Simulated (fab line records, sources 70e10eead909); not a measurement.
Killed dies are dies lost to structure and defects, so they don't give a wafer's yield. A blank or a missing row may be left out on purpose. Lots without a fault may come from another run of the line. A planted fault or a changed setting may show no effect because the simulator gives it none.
A struck lot beside a sound one | flow nand_harc | 26 steps out of a route of 1302
Sound: wafers L735.1, L735.2, L735.4. Struck: wafers L737.1, L737.5, L737.6. The cause comes at the end.
At each step with rows: each side's tool, then ch and its chambers, then its first start. Under that, the readings that differ: sound wafers | struck wafers | difference of the means | sigmas: that difference in standard deviations of wafers without a fault.
alike: readings whose means differ by less than 2 such deviations, and words and numbers that are the same on both sides. not compared: withheld readings, readings that some wafer has no value for, bounds like >300 that may hide the same value, and numbers for which the record gives no deviation and whose values overlap.
The two part at a step that has a row with sigmas, a row that says differs or no value, or rows on one side only. Numbers that don't overlap but have no deviation are shown without sigmas and don't part them. A reading that every wafer of one side lacks parts them only if that side has two wafers or more.

first, 5 steps without rows for these wafers: NHARC_P_GATE_STRIP_15 (strips in SPM, time 780 s); NHARC_P_GATE_PRECLEAN_71 (cleans in SC1); NHARC_P_GATE_SRD_72; NHARC_P_GATE_OXIDE_16 (material SiO2, target thk 3 nm, ox time 392 s); NHARC_P_GATE_CVD_17 (deposits poly-Si, target thk 150 nm, time 900 s).
NHARC_P_GATE_HM_DEP_102: deposits aC, target thk 120 nm.
  sound on acl_dep-03 ch 0, day 8 09:17; struck on acl_dep-01 ch 0, day 8 19:37
  alike: throttle_valve_pct
NHARC_P_GATE_DEP_103: deposits SiON, target thk 30 nm.
  sound on pecvd-02 ch 0,1,2, day 8 09:56; struck on pecvd-04 ch 0,1,2, day 8 20:20
  alike: heater_power_w
then, 5 steps without rows for these wafers: NHARC_P_GATE_DEHYDRATE_18 (time 120 s); NHARC_P_GATE_HMDS_19 (time 30 s); NHARC_P_GATE_COAT_20 (resist thk 90 nm); NHARC_P_GATE_SOFTBAKE_21 (time 55 s); NHARC_P_GATE_EBR_22.
NHARC_P_GATE_EXPOSE_23: exposes mask P GATE, target cd 120 nm.
  sound on arfi_scanner-01 ch 0, day 8 10:29; struck on arfi_scanner-02 ch 0, day 8 20:49
  reading | sound                      | struck                              | difference | sigmas
  mask    | P_GATE#0 P_GATE#0 P_GATE#0 | P_GATE_R1#0 P_GATE_R1#0 P_GATE_R1#0 | differs    |
then, 2 steps without rows for these wafers: NHARC_P_GATE_PEB_24 (peb time 65 s); NHARC_P_GATE_DEVELOP_25 (develop time 35 s).
NHARC_P_GATE_CD_MEAS_26: target cd 120 nm.
  sound on cd_sem-01 ch 0, day 8 10:37; struck on cd_sem-02 ch 0, day 8 20:58
  reading    | sound             | struck            | difference | sigmas
  cd_nm (nm) | 119.0 119.4 119.2 | 112.9 113.2 112.4 | -6.4       | -14
NHARC_P_GATE_OVL_MEAS_27:
  sound on overlay-01, day 8 10:43; struck on overlay-02, day 8 21:03
  alike: overlay_x_nm, overlay_y_nm
NHARC_P_GATE_INSPECT_28:
  sound on defect_inspect-02, day 8 10:44; struck on defect_inspect-01, day 8 21:05
  reading          | sound | struck   | difference | sigmas
  raw_defect_count | 1 8 5 | 10 12 14 | +7         | +2
NHARC_P_GATE_DESCUM_31: chemistry O2, time 3 s.
  sound on rie_diel-01 ch 0,1,3, day 8 10:49; struck on rie_diel-01 ch 0,3, day 8 21:10
  reading                 | sound             | struck        | difference | sigmas
  model.P_GATE.cd_nm (nm) | 118.8 118.5 118.7 | 112.8 113 112 | -6.1       |
  alike: drypump_motor_current_A, oes_product_au, rf_vpp_V, showerhead_plenum_p_Torr, throttle_valve_pct
  not compared: rf_hours_counter_h
then, 1 step without rows for these wafers: NHARC_P_GATE_ETCH_104 (etches the open film in CF4/CHF3, target depth 60 nm).
NHARC_P_GATE_HM_OPEN_105: chemistry O2/COS, target depth 360 nm.
  sound on rie_diel-01 ch 1,2,3; struck on rie_diel-01 ch 0,1
  alike: drypump_motor_current_A, oes_product_au, rf_vpp_V, showerhead_plenum_p_Torr, throttle_valve_pct
  not compared: rf_hours_counter_h
then, 1 step without rows for these wafers: NHARC_P_GATE_STRIP_106 (strips in O2/COS).
NHARC_P_GATE_ETCH_114: etches the open film in CF4/O2, target depth 30 nm, overetch 3 nm, time 16.5 s.
  sound on rie_diel-01 ch 0,1,2; struck on rie_diel-01 ch 0,1,2
  alike: drypump_motor_current_A, oes_ar_750_au, oes_product_au, rf_vpp_V, showerhead_plenum_p_Torr, throttle_valve_pct
  not compared: rf_hours_counter_h
NHARC_P_GATE_ETCH_32: etches the open film in HBr/Cl2, target depth 150 nm, time 100.1 s.
  sound on rie_si-05 ch 0,1,3, day 8 11:16; struck on rie_si-02 ch 0,1,3, day 8 21:38
  reading                 | sound             | struck            | difference | sigmas
  model.P_GATE.cd_nm (nm) | 120.7 117.8 118.4 | 111.1 111.9 110.4 | -7.8       |
  alike: drypump_motor_current_A, oes_product_au, throttle_valve_pct
  not compared: rf_hours_counter_h
NHARC_P_GATE_STRIP_108: strips in O2.
  sound on rie_diel-01 ch 0,1,2, day 8 11:28; struck on rie_diel-09 ch 0,1,2, day 8 21:49
  alike: drypump_motor_current_A, oes_product_au, rf_vpp_V, showerhead_plenum_p_Torr, throttle_valve_pct
  not compared: rf_hours_counter_h
then, 1 step without rows for these wafers: NHARC_END_SORT_01.

WHERE THEY PART
First at NHARC_P_GATE_EXPOSE_23; last, within this record, at NHARC_P_GATE_INSPECT_28. Later steps at which nothing parts them and some readings are alike: NHARC_P_GATE_DESCUM_31, NHARC_P_GATE_HM_OPEN_105, NHARC_P_GATE_ETCH_114, NHARC_P_GATE_ETCH_32, NHARC_P_GATE_STRIP_108.

WHY: what the simulator had put in
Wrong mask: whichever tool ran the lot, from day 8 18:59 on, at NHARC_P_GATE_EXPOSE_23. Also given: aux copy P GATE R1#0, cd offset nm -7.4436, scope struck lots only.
